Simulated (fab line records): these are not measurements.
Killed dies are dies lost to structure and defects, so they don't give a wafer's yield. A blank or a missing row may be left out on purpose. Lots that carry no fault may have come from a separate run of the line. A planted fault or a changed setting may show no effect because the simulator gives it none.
One fault through the eyes of 2 desks + flow nand harc + what lay behind the numbers comes last; until then each desk has only its own

## AT THE TOOL OWNER'S DESK: ald metal-01
The tool's own readings at NHARC_A_CONTACT_ALD_18 (deposits TiN, target thk 3 nm, pulse time 1 s, ald cycles 150): means of the sampled wafers that have a number, for each lot that ran on this tool. Marked OUT: a lot whose mean sits more than 4 standard deviations from the usual mean, which makes it out of limits; the brackets give that distance.
Columns: A = heater power w at NHARC_A_CONTACT_ALD_18, usual 1030 W; B = precursor pulse height rel at NHARC_A_CONTACT_ALD_18, usual 0.997
| lot  | first seen here | A    | B     |
|------|-----------------|------|-------|
| L974 | day 22 21:31    | 990  | 0.969 |
| L984 | day 26 18:16    | 972  | 1.006 |
| L985 | day 27 15:04    | 1025 | 1.006 |
This desk's finding: nothing out of limits on any of the 3 lots.

## METROLOGY DESK
Lot by lot, what the gauges showed, no matter which tool ran the lot: averages of those sampled wafers that carry a number. Marked OUT: a lot whose mean sits more than 4 standard deviations from the usual mean, which makes it out of limits; the brackets give that distance.
Columns: A = cd nm at NHARC_A_CONTACT_CD_MEAS_15, usual 190.0 nm
| lot  | first seen here | A     |
|------|-----------------|-------|
| L975 | day 22 20:30    | 190.4 |
| L974 | day 22 20:33    | 189.9 |
| L984 | day 26 17:17    | 190.8 |
| L985 | day 27 14:06    | 189.8 |
| L994 | day 30 12:46    | 189.3 |
| L993 | day 30 16:19    | 190.2 |
This desk's finding: nothing out of limits on any of the 6 lots.

## ALL TOGETHER
Nothing out of limits was seen by the tool owner's desk.
The metrology desk saw nothing out of limits.

## WHAT WAS PUT IN BY THE SIMULATOR
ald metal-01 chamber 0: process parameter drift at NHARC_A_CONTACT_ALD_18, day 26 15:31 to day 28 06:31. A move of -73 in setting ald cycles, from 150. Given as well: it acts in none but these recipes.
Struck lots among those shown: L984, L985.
